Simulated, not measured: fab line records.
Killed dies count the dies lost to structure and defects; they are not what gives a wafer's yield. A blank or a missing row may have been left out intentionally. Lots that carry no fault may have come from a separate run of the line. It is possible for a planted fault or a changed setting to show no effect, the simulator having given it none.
Struck lot and sound lot, side by side    flow nand-harc    13 out of 1302 route steps
Sound: these wafers, L193.2, L193.3, L193.6. Struck: wafer L199.4. The cause is given at the end.
Per side, at each step with rows, come the tool, then ch with its chambers, and then its first start. Under that, the readings that differ: sound wafers    struck wafers    difference of the means    sigmas: that difference in standard deviations of wafers without a fault.
alike: words and numbers the same on both sides, and readings whose means are apart by under 2 such deviations; not compared: readings that were withheld, readings missing a value for some wafer, numbers with overlapping values and no deviation given by the record, and bounds like >300 which may hide the same value.
A row with sigmas, a row that says differs or no value, or rows on one side alone: a step with any of these is where the two part. When numbers do not overlap yet have no deviation, they are printed without sigmas and do not part them. A reading missing from all wafers of one side parts the sides only when that side holds two or more wafers.

first, 2 steps without rows for these wafers: NHARC_A_ONON_D1_ANNEAL_15 (time 3600 s); NHARC_A_ONON_D1_DEP_16 (target thk 1000 nm).
NHARC_A_ONON_D1_THK_MEAS_18: measures by ellipsometry.
  sound on film-metro-02 at day 9 11:58; struck on film-metro-02 at day 12 04:28
reading      sound           struck  difference  sigmas
thk-nm (nm)  1024 1022 1022  993     -30         -3
then NHARC_A_ONON_D1_DEP_19 (target thk 1000 nm), 1 step lacking rows for these wafers.
NHARC_A_ONON_D1_THK_MEAS_21: measures by ellipsometry.
  sound on film-metro-02 at day 9 12:32; struck on film-metro-01 at day 12 05:02
reading      sound        struck  difference  sigmas
thk-nm (nm)  982 981 980  1017    +36         +4
then NHARC_A_ONON_D1_DEP_22 (target thk 1000 nm), 1 step lacking rows for these wafers.
NHARC_A_ONON_D1_THK_MEAS_24: measures by ellipsometry.
  sound on film-metro-02 at day 9 13:06; struck on film-metro-02 at day 12 05:36
  alike: thk-nm
then NHARC_A_ONON_D1_DEP_25 (target thk 1000 nm), 1 step lacking rows for these wafers.
NHARC_A_ONON_D1_THK_MEAS_27: measures by ellipsometry.
  sound on film-metro-02 at day 9 13:40; struck on film-metro-02 at day 12 06:11
  alike: thk-nm
then NHARC_A_ONON_D1_DEP_28 (target thk 1000 nm), 1 step lacking rows for these wafers.
NHARC_A_ONON_D1_THK_MEAS_30: measures by ellipsometry.
  sound on film-metro-01 at day 9 14:14; struck on film-metro-01 at day 12 06:45
  alike: thk-nm
NHARC_A_ONON_D1_DEP_33: deposits SiO2, target thk 200 nm.
  sound on pecvd-04 ch 0,1,2, day 9 14:28; struck on pecvd-01 ch 1, day 12 06:59
reading                 sound           struck  difference  sigmas
throttle-valve-pct (%)  16.3 16.2 16.4  14.9    -1.4        -3
  alike: chamber-pressure-Torr, heater-power-w
NHARC_A_ONON_D1_THK_MEAS_34: measures by ellipsometry.
  sound on film-metro-02 at day 9 14:53; struck on film-metro-01 at day 12 07:24
reading      sound              struck  difference  sigmas
thk-nm (nm)  198.3 202.1 204.2  92.1    -109.4      -41
  not compared: hold

== WHERE THEY PART ==
Earliest at NHARC_A_ONON_D1_THK_MEAS_18; latest, in this record, at NHARC_A_ONON_D1_THK_MEAS_34.

WHY: what had been put in by the simulator
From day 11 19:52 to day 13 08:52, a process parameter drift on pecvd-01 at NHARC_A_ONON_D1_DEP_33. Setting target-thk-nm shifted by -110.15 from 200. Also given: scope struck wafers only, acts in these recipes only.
